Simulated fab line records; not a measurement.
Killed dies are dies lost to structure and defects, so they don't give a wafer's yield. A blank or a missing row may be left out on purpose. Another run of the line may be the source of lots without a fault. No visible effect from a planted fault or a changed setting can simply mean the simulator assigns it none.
fab line records	flow nand-harc
record lots=12	wafers=36	last-day=25
route steps=1159 shown P_STI@85 P_GATE@143 END@1159
lots untouched by any fault: they come from a run of this same line in which no faults occurred
start-h: hours from the record's opening day to when the first of the lot's shown wafers began	wait-h: hours since the lot's step before	" identical to the entry in the row above	L1.1+2: a row that stands for several wafers	- either no value or no given start	* or withheld: withheld	< > ~ a bound
route shown NAME@n: a module of which the file shows steps, and the number in the route of the first	usual: average and standard deviation across the fault-free wafers	same: alike in all rows	chamber/n: place in a boat	sites: the reading at each site	_std_site: standard deviation across them	_edge_site: the outer-site mean with the inner-site mean subtracted	radius-mm: how far each site lies from the wafer's centre	mask NAME#n: copy n	behind: the most recent tool/chamber to have shaped the wafer	hold: why the lot was held/for how many hours/how that ended	device: whichever transistor did not switch (one of n, p or np)	end of line: tests of these same wafers at the route's end	a step given without rows: its recipe and nothing more	killed: dies lost to structure and defects at the first sort, not the wafer's yield	map: a wafer's dies, x killed, . not, _ none there
set.NAME: the setting as run; set.NAME@STEP: as run at that earlier step	model.NAME: the simulator's own value behind a step, which no gauge read
route steps across a sampled set of lots; one table per step, one row per wafer
services: when a tool's chamber went out of use (start-h, in hours from the record's first day, below 0 if earlier), for how many hours, and the reason
## steps
# step NHARC_P_STI_INSPECT_11
# usual raw-defect-count=4.8/2.3
lot.wafer	tool	chamber	start-h	wait-h	raw-defect-count
L669.1	defect-inspect-02	-	37.21	0.0	4
L669.4	"	-	"	"	7
L669.5	"	-	"	"	1
L672.3	defect-inspect-01	-	49.54	0.0	8
L672.4	"	-	"	"	7
L672.6	"	-	"	"	8
L670.2	defect-inspect-01	-	49.86	0.0	3
L670.4	"	-	"	"	2
L670.6	"	-	"	"	5
L674.2	defect-inspect-02	-	67.00	0.0	3
L674.3	"	-	"	"	3
L674.5	"	-	"	"	6
L675.1	defect-inspect-02	-	71.60	0.0	5
L675.2	"	-	"	"	4
L675.3	"	-	"	"	2
L676.1	defect-inspect-01	-	79.63	0.0	4
L676.4	"	-	"	"	6
L676.6	"	-	"	"	2
L677.2	defect-inspect-02	-	79.79	0.0	6
L677.3	"	-	"	"	4
L677.6	"	-	"	"	6
L678.2	defect-inspect-02	-	91.83	0.0	5
L678.4	"	-	"	"	9
L678.5	"	-	"	"	5
L679.1	defect-inspect-01	-	92.00	0.0	0
L679.4	"	-	"	"	3
L679.6	"	-	"	"	3
L688.2	defect-inspect-01	-	152.09	0.0	5
L688.3	"	-	"	"	9
L688.4	"	-	"	"	7
L692.3	defect-inspect-01	-	169.31	0.0	7
L692.4	"	-	"	"	6
L692.6	"	-	"	"	11
L691.3	defect-inspect-02	-	169.47	0.0	6
L691.4	"	-	"	"	4
L691.5	"	-	"	"	6
# step NHARC_P_STI_ETCH_31
# recipe target-depth-a=1089	time-s=54.5	cf4-flow-sccm=100	chf3-flow-sccm=30	ar-flow-sccm=0	rf-w=500	bias-w=200	chemistry=CF4/CHF3
# usual chf3-flow-sccm=30.00/0.096	drypump-motor-current-A=6.0/0.36	oes-product-au=0.961/0.017	rf-vpp-V=371.7/1.9	showerhead-plenum-p-Torr=1.61/0.052	throttle-valve-pct=16.802/0.0097
lot.wafer	tool	chamber	start-h	wait-h	chf3-flow-sccm	drypump-motor-current-A	oes-product-au	rf-hours-counter-h	rf-vpp-V	showerhead-plenum-p-Torr	throttle-valve-pct
L669.4	rie-diel-13	1	-	-	29.94	5.8	0.947	3.6	369.8	1.55	16.804
L669.1	"	2	"	"	30.05	6.1	0.939	3.5	373.8	1.66	16.804
L669.5	"	1	"	"	29.99	5.8	0.946	-	371.7	1.55	16.807
L672.3	rie-diel-02	1	-	-	29.94	6.1	0.968	2.2	372.4	1.63	16.805
L672.4	"	3	"	"	29.93	6.6	0.979	2.2	370.6	1.52	16.812
L672.6	"	1	"	"	29.98	6.2	0.957	-	372.2	1.63	16.817
L670.2	rie-diel-03	1	-	-	30.13	6.2	0.987	0.7	371.3	1.61	16.793
L670.4	"	0	"	"	30.04	5.7	0.945	0.7	370.1	1.57	16.807
L670.6	"	1	"	"	30.13	6.1	0.995	-	372.4	1.61	16.799
L674.3	rie-diel-03	2	-	-	30.03	6.1	0.966	0.7	371.4	1.61	16.813
L674.2	"	0	"	"	30.02	5.7	0.975	1.1	369.8	1.57	16.812
L674.5	"	2	"	"	30.11	6.0	0.965	-	370.8	1.61	16.823
L675.2	rie-diel-13	1	-	-	30.02	5.9	0.983	5.1	369.4	1.55	16.812
L675.1	"	2	"	"	29.63	6.0	0.978	4.8	374.3	1.66	16.811
L675.3	"	3	"	"	30.16	6.1	0.973	5.0	375.1	1.69	16.815
L676.4	rie-diel-02	0	-	-	29.98	5.7	0.955	2.8	369.8	1.56	16.810
L676.1	"	2	"	"	29.99	5.5	0.975	2.8	372.5	1.63	16.776
L676.6	"	1	"	"	29.94	6.1	0.952	-	370.1	1.63	16.800
L677.3	rie-diel-13	0	-	-	30.05	6.7	0.926	5.6	373.9	1.68	16.811
L677.2	"	1	"	"	29.81	5.9	0.926	5.4	369.0	1.55	16.805
L677.6	"	3	"	"	29.78	6.0	0.925	-	374.3	1.69	16.794
L678.2	rie-diel-03	1	-	-	30.04	6.1	0.978	3.6	370.7	1.61	16.784
L678.4	"	2	"	"	30.03	6.0	0.982	3.3	370.9	1.61	16.803
L678.5	"	0	"	"	30.09	5.7	0.947	-	372.2	1.57	16.800
L679.1	rie-diel-02	1	-	-	30.16	6.1	0.956	3.1	370.8	1.63	16.795
L679.6	"	1	"	"	30.07	6.1	0.940	-	373.4	1.62	16.808
L679.4	"	2	"	"	29.87	5.5	0.948	-	371.7	1.63	16.798
L688.4	rie-diel-03	3	-	-	30.07	6.0	0.952	5.6	375.6	1.69	16.793
L688.3	"	0	"	"	29.98	5.7	0.944	6.4	371.0	1.57	16.797
L688.2	"	1	"	"	29.97	6.1	0.967	6.3	371.6	1.61	16.793
L692.4	rie-diel-02	0	-	-	29.89	5.7	0.965	0.3	369.5	1.56	16.788
L692.3	"	1	"	"	30.06	6.1	0.965	0.3	373.0	1.63	16.806
L692.6	"	2	"	"	29.97	5.5	0.962	-	371.7	1.63	16.797
L691.4	rie-diel-13	0	-	-	29.93	6.7	0.983	2.7	373.6	1.67	16.804
L691.3	"	2	"	"	30.11	6.0	0.965	2.7	373.1	1.65	16.802
L691.5	"	0	"	"	29.89	6.8	0.980	-	372.9	1.67	16.785
# step NHARC_P_STI_CD_MEAS_16
# usual cd-nm=199.4/2
lot.wafer	tool	chamber	start-h	wait-h	cd-nm
L669.1	cd-sem-03	-	37.79	-	198.0
L669.4	"	-	"	"	197.3
L669.5	"	-	"	"	197.8
L672.3	cd-sem-03	-	50.12	-	197.5
L672.4	"	-	"	"	197.2
L672.6	"	-	"	"	197.4
L670.2	cd-sem-03	-	50.43	-	203.2
L670.4	"	-	"	"	200.0
L670.6	"	-	"	"	201.7
L674.2	cd-sem-03	-	67.57	-	198.2
L674.3	"	-	"	"	195.6
L674.5	"	-	"	"	199.9
L675.1	cd-sem-02	-	72.17	-	197.1
L675.2	"	-	"	"	197.9
L675.3	"	-	"	"	196.1
L676.1	cd-sem-03	-	80.20	-	200.7
L676.4	"	-	"	"	199.4
L676.6	"	-	"	"	198.4
L677.2	cd-sem-02	-	80.36	-	200.0
L677.3	"	-	"	"	198.3
L677.6	"	-	"	"	198.2
L678.2	cd-sem-02	-	92.41	-	202.1
L678.4	"	-	"	"	200.9
L678.5	"	-	"	"	200.5
L679.1	cd-sem-01	-	92.61	-	199.2
L679.4	"	-	"	"	197.6
L679.6	"	-	"	"	198.4
L688.2	cd-sem-02	-	152.68	-	197.0
L688.3	"	-	"	"	200.2
L688.4	"	-	"	"	199.4
L692.3	cd-sem-02	-	169.89	-	200.1
L692.4	"	-	"	"	198.1
L692.6	"	-	"	"	199.8
L691.3	cd-sem-02	-	170.06	-	197.8
L691.4	"	-	"	"	198.7
L691.5	"	-	"	"	198.9
# step NHARC_P_STI_OXIDE_40
# recipe target-thk-a=100	temp-c=900	ox-time-s=1362	material=SiO2
# usual spike-tc-lower-C=900.7/1.2
lot.wafer	tool	chamber	start-h	wait-h	spike-tc-lower-C
L669.1	furnace-02	0	63.52	-	898.5
L669.4	"	0	"	"	900.4
L669.5	"	0	"	"	900.3
L670.2	furnace-02	0	79.97	-	901.9
L670.4	"	0	"	"	898.0
L670.6	"	0	"	"	897.7
L672.3	furnace-02	0	79.97	-	898.8
L672.4	"	0	"	"	898.2
L672.6	"	0	"	"	899.5
L674.2	furnace-02	0	91.85	-	900.1
L674.3	"	0	"	"	900.0
L674.5	"	0	"	"	900.2
L675.1	furnace-02	0	91.85	-	899.4
L675.2	"	0	"	"	899.5
L675.3	"	0	"	"	899.4
L676.1	furnace-04	0	102.98	-	900.9
L676.4	"	0	"	"	900.3
L676.6	"	0	"	"	899.7
L677.2	furnace-04	0	102.98	-	900.8
L677.3	"	0	"	"	901.9
L677.6	"	0	"	"	900.2
L678.2	furnace-04	0	116.34	-	902.1
L678.4	"	0	"	"	902.6
L678.5	"	0	"	"	901.2
L679.1	furnace-04	0	116.34	-	901.5
L679.4	"	0	"	"	900.9
L679.6	"	0	"	"	902.4
L688.2	furnace-05	0	180.55	-	900.7
L688.3	"	0	"	"	901.0
L688.4	"	0	"	"	902.7
L691.3	furnace-05	0	196.10	-	901.7
L691.4	"	0	"	"	900.6
L691.5	"	0	"	"	899.1
L692.3	furnace-05	0	196.10	-	902.0
L692.4	"	0	"	"	901.6
L692.6	"	0	"	"	902.9
# step NHARC_P_STI_INSPECT_25
# usual raw-defect-count=205/82
lot.wafer	tool	chamber	start-h	wait-h	raw-defect-count
L669.1	defect-inspect-02	-	67.52	0.4	300
L669.4	"	-	"	"	250
L669.5	"	-	"	"	171
L672.3	defect-inspect-01	-	84.05	0.4	167
L672.4	"	-	"	"	222
L672.6	"	-	"	"	222
L670.2	defect-inspect-01	-	84.07	0.4	323
L670.4	"	-	"	"	188
L670.6	"	-	"	"	213
L675.1	defect-inspect-01	-	95.87	0.4	196
L675.2	"	-	"	"	269
L675.3	"	-	"	"	225
L674.2	defect-inspect-02	-	95.87	0.4	233
L674.3	"	-	"	"	136
L674.5	"	-	"	"	232
L677.2	defect-inspect-02	-	107.08	0.4	282
L677.3	"	-	"	"	338
L677.6	"	-	"	"	257
L676.1	defect-inspect-01	-	107.08	0.4	135
L676.4	"	-	"	"	208
L676.6	"	-	"	"	112
L678.2	defect-inspect-02	-	120.39	0.4	1278
L678.4	"	-	"	"	1308
L678.5	"	-	"	"	1481
L679.1	defect-inspect-01	-	120.39	0.4	1363
L679.4	"	-	"	"	1592
L679.6	"	-	"	"	1521
L688.2	defect-inspect-02	-	184.63	0.4	197
L688.3	"	-	"	"	246
L688.4	"	-	"	"	195
L691.3	defect-inspect-02	-	200.20	0.4	253
L691.4	"	-	"	"	204
L691.5	"	-	"	"	190
L692.3	defect-inspect-01	-	200.20	0.4	243
L692.4	"	-	"	"	166
L692.6	"	-	"	"	200
# step NHARC_P_GATE_INSPECT_28
# usual raw-defect-count=6/3.2
lot.wafer	tool	chamber	start-h	wait-h	raw-defect-count
L669.1	defect-inspect-02	-	90.58	0.0	3
L669.4	"	-	"	"	7
L669.5	"	-	"	"	6
L672.3	defect-inspect-02	-	106.66	0.0	7
L672.4	"	-	"	"	1
L672.6	"	-	"	"	4
L670.2	defect-inspect-02	-	107.34	0.0	8
L670.4	"	-	"	"	15
L670.6	"	-	"	"	17
L674.2	defect-inspect-01	-	121.29	0.0	10
L674.3	"	-	"	"	3
L674.5	"	-	"	"	7
L675.1	defect-inspect-02	-	121.77	0.0	4
L675.2	"	-	"	"	8
L675.3	"	-	"	"	13
L677.2	defect-inspect-02	-	131.78	0.0	8
L677.3	"	-	"	"	9
L677.6	"	-	"	"	7
L676.1	defect-inspect-02	-	132.39	0.0	4
L676.4	"	-	"	"	4
L676.6	"	-	"	"	6
L679.1	defect-inspect-02	-	142.15	0.0	1080
L679.4	"	-	"	"	1174
L679.6	"	-	"	"	1107
L678.2	defect-inspect-02	-	142.97	0.0	1060
L678.4	"	-	"	"	1067
L678.5	"	-	"	"	1089
L688.2	defect-inspect-01	-	208.58	0.0	9
L688.3	"	-	"	"	4
L688.4	"	-	"	"	5
L691.3	defect-inspect-01	-	225.21	0.0	3
L691.4	"	-	"	"	4
L691.5	"	-	"	"	4
L692.3	defect-inspect-02	-	225.45	0.0	6
L692.4	"	-	"	"	3
L692.6	"	-	"	"	6
# step NHARC_END_SORT_01
# recipe temp-c=25
# usual killed-at-array=27/11	killed-at-other=0.7/0.93	killed-at-periphery=2.9/1.9	killed-dies=30/11	killed-open=3.1/1.7	killed-short=1.9/1.3
# same gross-dies=677
lot.wafer	tool	chamber	start-h	wait-h	killed-at-array	killed-at-other	killed-at-periphery	killed-dies	killed-open	killed-short
L678.2	prober-02	0	489.63	2.8	7	0	521	528	1	3
L678.4	prober-02	0	491.24	3.4	9	0	522	531	1	2
L678.5	prober-02	0	492.05	3.7	7	1	534	542	1	0
L679.1	prober-01	0	490.04	2.5	18	0	524	542	2	1
L679.4	prober-01	0	492.44	3.4	9	0	548	557	1	0
L679.6	prober-01	0	494.04	4.0	18	0	531	549	1	3
# killed by level:class
L678.2 P_STI:unspecified=520 A_STAIRCASE:chamber-film-flake=2 P_M1:geometric-particle:short=1 A_CHANNEL_FILL_D1:geometric-particle:short=1 A_CHANNEL_FILL_D1:geometric-particle:open=1 A_M0:geometric-particle:short=1 A_CONTACT:chamber-film-flake=1 A_CHANNEL_HOLE_D1:chamber-film-flake=1
L679.1 P_STI:unspecified=524 A_CHANNEL_HOLE_D1:chamber-film-flake=7 A_STAIRCASE:chamber-film-flake=5 A_CONTACT:chamber-film-flake=2 A_ONON_D1:geometric-particle:open=1 A_CHANNEL_FILL_D1:geometric-particle:short=1 A_BLC:geometric-particle:open=1 A_CHANNEL_FILL_D1:chamber-film-flake=1
L678.4 P_STI:unspecified=519 A_STAIRCASE:chamber-film-flake=4 P_GATE:chamber-film-flake=2 A_CHANNEL_HOLE_D1:chamber-film-flake=2 A_CHANNEL_FILL_D1:geometric-particle:open=1 A_CHANNEL_FILL_D1:geometric-particle:short=1 A_SGD_CUT:geometric-particle:short=1 P_ZERO_WELL:chamber-film-flake=1
L678.5 P_STI:unspecified=533 A_CHANNEL_HOLE_D1:chamber-film-flake=3 A_M0:geometric-particle:open=1 A_STAIRCASE:chamber-film-flake=1 A_CONTACT:chamber-film-flake=1 THIN_TSV:chamber-film-flake=1 P_GATE:chamber-film-flake=1 A_SLIT:chamber-film-flake=1
L679.4 P_STI:unspecified=548 A_CHANNEL_HOLE_D1:chamber-film-flake=4 A_STAIRCASE:chamber-film-flake=3 A_WL_FILL:geometric-particle:open=1 A_BLC:chamber-film-flake=1
L679.6 P_STI:unspecified=531 A_CHANNEL_HOLE_D1:chamber-film-flake=8 A_STAIRCASE:chamber-film-flake=5 A_STAIRCASE:geometric-particle:short=1 A_WL_FILL:geometric-particle:open=1 A_CONTACT:geometric-particle:short=1 A_M1:geometric-particle:short=1 A_BLC:chamber-film-flake=1
## services
tool	chamber	start-h	hours	kind
rie-diel-03	0	17.30	-	clean
rie-diel-03	1	17.30	-	clean
rie-diel-03	2	17.30	-	clean
rie-diel-03	3	17.30	-	clean
rie-diel-13	0	29.00	-	clean
rie-diel-13	1	29.00	-	clean
rie-diel-13	2	29.00	-	clean
rie-diel-13	3	29.00	-	clean
rie-diel-03	3	31.29	1.9	repair
rie-diel-02	0	31.70	-	clean
rie-diel-02	1	31.70	-	clean
rie-diel-02	2	31.70	-	clean
rie-diel-02	3	31.70	-	clean
rie-diel-03	-	38.30	9.0	pm
rie-diel-03	0	38.30	9.0	vent-cycle
rie-diel-03	1	38.30	9.0	vent-cycle
rie-diel-13	0	83.20	6.7	repair
rie-diel-02	0	87.33	5.7	repair
rie-diel-13	-	99.00	9.0	pm
rie-diel-02	-	103.96	0.4	repair
furnace-02	-	110.74	26.0	pm
rie-diel-03	1	113.50	19.5	repair
rie-diel-02	2	145.43	5.1	repair
rie-diel-02	-	150.70	9.0	pm
## key
first-sign step=NHARC_P_STI_INSPECT_25	reading=raw-defect-count	direction=up	sigmas=15	usual=205	struck=1424
effect step=NHARC_P_GATE_INSPECT_28	reading=raw-defect-count	direction=up	sigmas=99+	usual=6	struck=1096
effect step=NHARC_END_SORT_01	reading=killed-at-periphery	direction=up	sigmas=99+	usual=2.9	struck=530
more-kills-born-at NHARC_P_STI_OXIDE_40@furnace-04=3175
met-at NHARC_P_STI_OXIDE_40
struck-lots L678,L679
tester-left-out L678,L679
not-acting-at NHARC_P_STI_INSPECT_11,NHARC_P_STI_ETCH_31,NHARC_P_STI_CD_MEAS_16
onset-between 102.98 116.34
fault kind=chamber-particle-source	tool=furnace-04	chamber=-	onset-h=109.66	steps=NHARC_P_STI_OXIDE_40	rate-per-visit-cm2=1.6592	end-h=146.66
# tester-left-out: of these lots the tester's yield and bins aren't shown, on N5 and GAA mostly nor the transistor test; their killed dies are dies lost to structure and defects alone, not to doping, threshold or leakage, so they don't give the yield
